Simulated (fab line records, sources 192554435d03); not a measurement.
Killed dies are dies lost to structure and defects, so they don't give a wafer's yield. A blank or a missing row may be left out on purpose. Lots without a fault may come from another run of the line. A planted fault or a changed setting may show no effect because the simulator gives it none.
Chamber matching | flow n5_finfet | N5_BEOL_M1_PRE_CLEAN_60 on cvd_co-01: 3 sister chambers
The step time 15 s. 3 wafers are shown with their chamber, then 10 later ones without.

WAFERS WITH THEIR CHAMBER
wafer  | chamber | heater_power_w (W)
L080.5 | 1       | 89
L082.1 | 0       | 82
L082.2 | 2       | 78

WAFERS WITHOUT THEIR CHAMBER
wafer  | heater_power_w (W)
L082.3 | 93
L090.3 | 75
L090.4 | 92
L090.6 | 78
L092.1 | 76
L092.4 | 81
L092.6 | 89
L095.1 | 76
L095.3 | 89
L095.5 | 75

WHICH CHAMBER EACH WENT THROUGH
wafer  | from the rows above     | in truth
L082.3 | 1                       | 1
L090.3 | can't be placed: 2 or 0 | 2
L090.4 | 1                       | 1
L090.6 | can't be placed: 2 or 0 | 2
L092.1 | can't be placed: 2 or 0 | 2
L092.4 | can't be placed: 0 or 2 | 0
L092.6 | 1                       | 1
L095.1 | can't be placed: 2 or 0 | 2
L095.3 | 1                       | 1
L095.5 | can't be placed: 2 or 0 | 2
Placed correctly: 4 of 10. Can't be placed from these rows: 6 (the true chamber is among the candidates in 6). Placed wrongly: 0.
How it was worked out, from the rows above alone: a wafer's distance from a chamber is the root of the sum, over the readings, of the square of ((its reading less the chamber's mean) divided by the reading's scatter). The wafer belongs to the nearest chamber; if the next one is less than 2 further off, it can't be placed. A chamber's mean is the mean of its shown wafers. The scatter: with one shown wafer a chamber, the root of the mean of the squares of how far each hidden wafer lies from its nearest shown one.
